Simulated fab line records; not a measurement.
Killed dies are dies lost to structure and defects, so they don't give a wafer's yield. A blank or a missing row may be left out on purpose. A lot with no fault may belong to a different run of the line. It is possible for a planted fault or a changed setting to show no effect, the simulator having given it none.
Which tool is to blame? ; flow n5-finfet ; 11 lots (33 wafers sampled), 1 step of a 1938-step route

## WHAT THE GAUGES READ, wafer by wafer
N5_BEOL_M7_CD_MEAS_35: target cd 40 nm.
lot;measured;on;cd-nm (nm)
L075;day 10 02:49;cd-sem-01;40.2 39.6 40.5
L078;day 10 05:22;cd-sem-02;39.9 40.6 40.7
L080;day 10 23:58;cd-sem-01;40.2 40.4 40.2
L083;day 11 04:20;cd-sem-01;39.6 40.4 40.7
L084;day 11 22:43;cd-sem-03;40.6 40.7 40.3
L086;day 12 10:46;cd-sem-01;40.9 40.7 39.1
L089;day 13 06:55;cd-sem-03;41.3 39.4 40.2
L092;day 13 07:29;cd-sem-02;40.0 39.6 39.8
L090;day 13 14:37;cd-sem-03;40.1 41.4 41.1
L093;day 13 21:16;cd-sem-02;40.8 41.2 39.8
L096;day 16 06:26;cd-sem-02;40.0 39.8 40.0

## WHAT TOOL EACH LOT RAN ON (gives the tool, then ch and the chambers of the sampled wafers, and finally the start)
The record shows no process step preceding these readings.

## THE ANSWER, worked out from the rows above alone
Rule: the usual values come from the lots themselves. The widest of any qualifying gaps counts: lots, ordered by their means at a reading, are off when they make up no more than a third of the lots, leave a main group of 4 or more, and stand apart from it by 3 or more times the standard deviation of that group's means. A main group whose means are all the same, to the digits that the tables above print for the reading, isn't used. A lot without any number at a reading at which 4 lots or more have one is off too. The other lots that the step has rows for count as sound.
Across all readings shown, no lot is off: no conclusion can be drawn from this.

## WHAT THE SIMULATOR HAD PUT IN
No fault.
